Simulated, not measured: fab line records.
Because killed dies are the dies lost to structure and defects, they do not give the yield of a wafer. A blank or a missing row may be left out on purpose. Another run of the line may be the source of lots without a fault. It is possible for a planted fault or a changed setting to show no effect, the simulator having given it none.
The tool behind it: which one? / flow n5-finfet / Sampling: 10 lots, 30 wafers, 4 of 1938 route steps

== WHAT THE GAUGES SHOWED, per wafer ==
N5_BEOL_M8_RS_MEAS_57: measures by four-point-probe.
lot=L808; measured=day 9 16:47; on=film-metro-01; M8_RS (ohm/sq)=0.279 0.294 0.289
lot=L811; measured=day 10 14:03; on=film-metro-02; M8_RS (ohm/sq)=0.286 0.303 0.280
lot=L815; measured=day 11 15:14; on=film-metro-01; M8_RS (ohm/sq)=0.288 0.293 0.281
lot=L814; measured=day 11 17:16; on=film-metro-02; M8_RS (ohm/sq)=0.284 0.280 0.280
lot=L822; measured=day 14 02:45; on=film-metro-01; M8_RS (ohm/sq)=0.279 0.281 0.289
lot=L830; measured=day 15 23:19; on=film-metro-01; M8_RS (ohm/sq)=0.280 0.277 0.278
lot=L826; measured=day 16 02:17; on=film-metro-01; M8_RS (ohm/sq)=0.283 0.300 0.287
lot=L828; measured=day 16 09:39; on=film-metro-01; M8_RS (ohm/sq)=0.286 0.283 0.293
lot=L831; measured=day 16 07:33; on=film-metro-01; M8_RS (ohm/sq)=0.281 0.291 0.291
lot=L829; measured=day 16 10:07; on=film-metro-01; M8_RS (ohm/sq)=0.278 0.279 0.292

N5_BEOL_M9_THK_MEAS_01.
lot=L808; measured=day 9 17:57; on=film-metro-01; M9_ILD_THK (nm)=262 263 264
lot=L811; measured=day 10 14:43; on=film-metro-01; M9_ILD_THK (nm)=270 268 271
lot=L815; measured=day 11 16:22; on=film-metro-02; M9_ILD_THK (nm)=263 303 304
lot=L814; measured=day 11 17:55; on=film-metro-01; M9_ILD_THK (nm)=303 268 263
lot=L822; measured=day 14 03:25; on=film-metro-01; M9_ILD_THK (nm)=268 269 273
lot=L830; measured=day 15 23:58; on=film-metro-02; M9_ILD_THK (nm)=266 267 269
lot=L826; measured=day 16 02:56; on=film-metro-02; M9_ILD_THK (nm)=267 271 269
lot=L828; measured=day 16 10:18; on=film-metro-01; M9_ILD_THK (nm)=268 270 271
lot=L831; measured=day 16 08:12; on=film-metro-02; M9_ILD_THK (nm)=263 262 267
lot=L829; measured=day 16 10:46; on=film-metro-02; M9_ILD_THK (nm)=263 267 266

== TOOL THAT RAN EACH LOT (tool first, then ch and the chambers of the sampled wafers, then the start) ==
lot=L808; N5_BEOL_M8_STRIP_36=rie-diel-02 ch 0,1,2, day 9 13:59; N5_BEOL_M9_ILD_DEP_00=pecvd-03 ch 0,1, day 9 16:53
lot=L811; N5_BEOL_M8_STRIP_36=rie-diel-04 ch 0,1, day 10 10:54; N5_BEOL_M9_ILD_DEP_00=pecvd-04 ch 0,1,2, day 10 14:07
lot=L815; N5_BEOL_M8_STRIP_36=rie-diel-04 ch 1,2,3, day 11 11:05; N5_BEOL_M9_ILD_DEP_00=pecvd-02 ch 0,1, day 11 15:17
lot=L814; N5_BEOL_M8_STRIP_36=rie-diel-04 ch 1,2,3, day 11 13:50; N5_BEOL_M9_ILD_DEP_00=pecvd-02 ch 0,1,2, day 11 17:19
lot=L822; N5_BEOL_M8_STRIP_36=rie-diel-02 ch 1,3, day 13 22:58; N5_BEOL_M9_ILD_DEP_00=pecvd-04 ch 0,1,2, day 14 02:49
lot=L830; N5_BEOL_M8_STRIP_36=rie-diel-02 ch 1,2,3, day 15 18:55; N5_BEOL_M9_ILD_DEP_00=pecvd-03 ch 0,1,2, day 15 23:23
lot=L826; N5_BEOL_M8_STRIP_36=rie-diel-02 ch 1,2, day 15 22:40; N5_BEOL_M9_ILD_DEP_00=pecvd-04 ch 1,2, day 16 02:20
lot=L828; N5_BEOL_M8_STRIP_36=rie-diel-01 ch 0,1, day 16 05:04; N5_BEOL_M9_ILD_DEP_00=pecvd-02 ch 0,1,2, day 16 09:43
lot=L831; N5_BEOL_M8_STRIP_36=rie-diel-02 ch 2,3, day 16 05:06; N5_BEOL_M9_ILD_DEP_00=pecvd-02 ch 0,1,2, day 16 07:37
lot=L829; N5_BEOL_M8_STRIP_36=rie-diel-04 ch 0,1,2, day 16 05:14; N5_BEOL_M9_ILD_DEP_00=pecvd-02 ch 0,2, day 16 10:10
- N5_BEOL_M8_STRIP_36: strips in N2/H2.
- N5_BEOL_M9_ILD_DEP_00: deposits SiCOH lowk from DEMS/porogen, target thk 308.51 nm, time 58 s.

== WHAT THE TOOLS THEMSELVES READ (means of the sampled wafers that have a number; where no wafer has one, the mark that the record gives instead) ==
N5_BEOL_M8_STRIP_36.
lot=L808; tool=rie-diel-02; drypump-motor-current-A (A)=5.7; oes-product-au (a.u.)=0.77; rf-vpp-V (V)=57.9; showerhead-plenum-p-Torr (Torr)=2.48; throttle-valve-pct (%)=23.8
lot=L811; tool=rie-diel-04; drypump-motor-current-A (A)=5.9; oes-product-au (a.u.)=0.81; rf-vpp-V (V)=59.1; showerhead-plenum-p-Torr (Torr)=2.46; throttle-valve-pct (%)=23.7
lot=L815; tool=rie-diel-04; drypump-motor-current-A (A)=5.2; oes-product-au (a.u.)=0.79; rf-vpp-V (V)=57.8; showerhead-plenum-p-Torr (Torr)=2.52; throttle-valve-pct (%)=23.7
lot=L814; tool=rie-diel-04; drypump-motor-current-A (A)=5.2; oes-product-au (a.u.)=0.79; rf-vpp-V (V)=59.2; showerhead-plenum-p-Torr (Torr)=2.52; throttle-valve-pct (%)=23.7
lot=L822; tool=rie-diel-02; drypump-motor-current-A (A)=6.0; oes-product-au (a.u.)=0.72; rf-vpp-V (V)=59.6; showerhead-plenum-p-Torr (Torr)=2.56; throttle-valve-pct (%)=23.4
lot=L830; tool=rie-diel-02; drypump-motor-current-A (A)=5.9; oes-product-au (a.u.)=0.75; rf-vpp-V (V)=59.0; showerhead-plenum-p-Torr (Torr)=2.50; throttle-valve-pct (%)=23.8
lot=L826; tool=rie-diel-02; drypump-motor-current-A (A)=6.0; oes-product-au (a.u.)=0.73; rf-vpp-V (V)=58.3; showerhead-plenum-p-Torr (Torr)=2.42; throttle-valve-pct (%)=23.8
lot=L828; tool=rie-diel-01; drypump-motor-current-A (A)=5.4; oes-product-au (a.u.)=0.81; rf-vpp-V (V)=59.1; showerhead-plenum-p-Torr (Torr)=2.59; throttle-valve-pct (%)=23.5
lot=L831; tool=rie-diel-02; drypump-motor-current-A (A)=5.8; oes-product-au (a.u.)=0.74; rf-vpp-V (V)=59.5; showerhead-plenum-p-Torr (Torr)=2.58; throttle-valve-pct (%)=23.7
lot=L829; tool=rie-diel-04; drypump-motor-current-A (A)=5.4; oes-product-au (a.u.)=0.77; rf-vpp-V (V)=58.7; showerhead-plenum-p-Torr (Torr)=2.48; throttle-valve-pct (%)=23.7

N5_BEOL_M9_ILD_DEP_00.
lot=L808; tool=pecvd-03; heater-power-w (W)=295; run-length-s (s)=101.5; showerhead-plenum-p-Torr (Torr)=5.725; showerhead-vpp-V (V)=1474; throttle-valve-pct (%)=13.5
lot=L811; tool=pecvd-04; heater-power-w (W)=341; run-length-s (s)=100.9; showerhead-plenum-p-Torr (Torr)=5.754; showerhead-vpp-V (V)=1480; throttle-valve-pct (%)=13.5
lot=L815; tool=pecvd-02; heater-power-w (W)=254; run-length-s (s)=106.6; showerhead-plenum-p-Torr (Torr)=5.729; showerhead-vpp-V (V)=1454; throttle-valve-pct (%)=14.4
lot=L814; tool=pecvd-02; heater-power-w (W)=277; run-length-s (s)=103.6; showerhead-plenum-p-Torr (Torr)=5.731; showerhead-vpp-V (V)=1399; throttle-valve-pct (%)=13.6
lot=L822; tool=pecvd-04; heater-power-w (W)=339; run-length-s (s)=100.9; showerhead-plenum-p-Torr (Torr)=5.754; showerhead-vpp-V (V)=1491; throttle-valve-pct (%)=13.4
lot=L830; tool=pecvd-03; heater-power-w (W)=283; run-length-s (s)=101.1; showerhead-plenum-p-Torr (Torr)=5.734; showerhead-vpp-V (V)=1465; throttle-valve-pct (%)=13.4
lot=L826; tool=pecvd-04; heater-power-w (W)=333; run-length-s (s)=101.0; showerhead-plenum-p-Torr (Torr)=5.751; showerhead-vpp-V (V)=1501; throttle-valve-pct (%)=13.7
lot=L828; tool=pecvd-02; heater-power-w (W)=281; run-length-s (s)=101.0; showerhead-plenum-p-Torr (Torr)=5.735; showerhead-vpp-V (V)=1393; throttle-valve-pct (%)=13.5
lot=L831; tool=pecvd-02; heater-power-w (W)=277; run-length-s (s)=101.0; showerhead-plenum-p-Torr (Torr)=5.741; showerhead-vpp-V (V)=1402; throttle-valve-pct (%)=13.5
lot=L829; tool=pecvd-02; heater-power-w (W)=292; run-length-s (s)=100.9; showerhead-plenum-p-Torr (Torr)=5.735; showerhead-vpp-V (V)=1433; throttle-valve-pct (%)=14.0

== THE ANSWER, worked out from the rows above alone ==
Rule: the usual values come from the lots themselves. Put in order of their means at a reading, lots are off if they are a third of the lots or fewer, leave a main group of 4 or more, and stand apart from it by a gap of 3 or more times the standard deviation of the main group's means; of several such gaps the widest counts. If all means in a main group match to the digits the tables above print for the reading, that group is not used. Also off: a lot with no number at a reading for which 4 or more lots have one. Any other lot the step has rows for is counted as sound. Order of review: gauges by route order, followed by the tools' own readings, for which a lot's mean as printed above is used. At the first step where some lot is off, the reading lying furthest off is the one used; lots without a number count as furthest.
Off: at N5_BEOL_M9_THK_MEAS_01 (M9_ILD_THK), L815, L814. The main group has a mean of 267 nm with a standard deviation of 2.6.
A tool fits if, at a process step before that reading, it ran every lot that is off, and no sound lot after the first of them. Not tried: the gauges at N5_BEOL_M9_THK_MEAS_01; whatever is off there is also off at N5_BEOL_M9_ILD_DEP_00, on other tools, and gauge error can't account for it. None of those tried fits.

== WHAT THE SIMULATOR PUT IN ==
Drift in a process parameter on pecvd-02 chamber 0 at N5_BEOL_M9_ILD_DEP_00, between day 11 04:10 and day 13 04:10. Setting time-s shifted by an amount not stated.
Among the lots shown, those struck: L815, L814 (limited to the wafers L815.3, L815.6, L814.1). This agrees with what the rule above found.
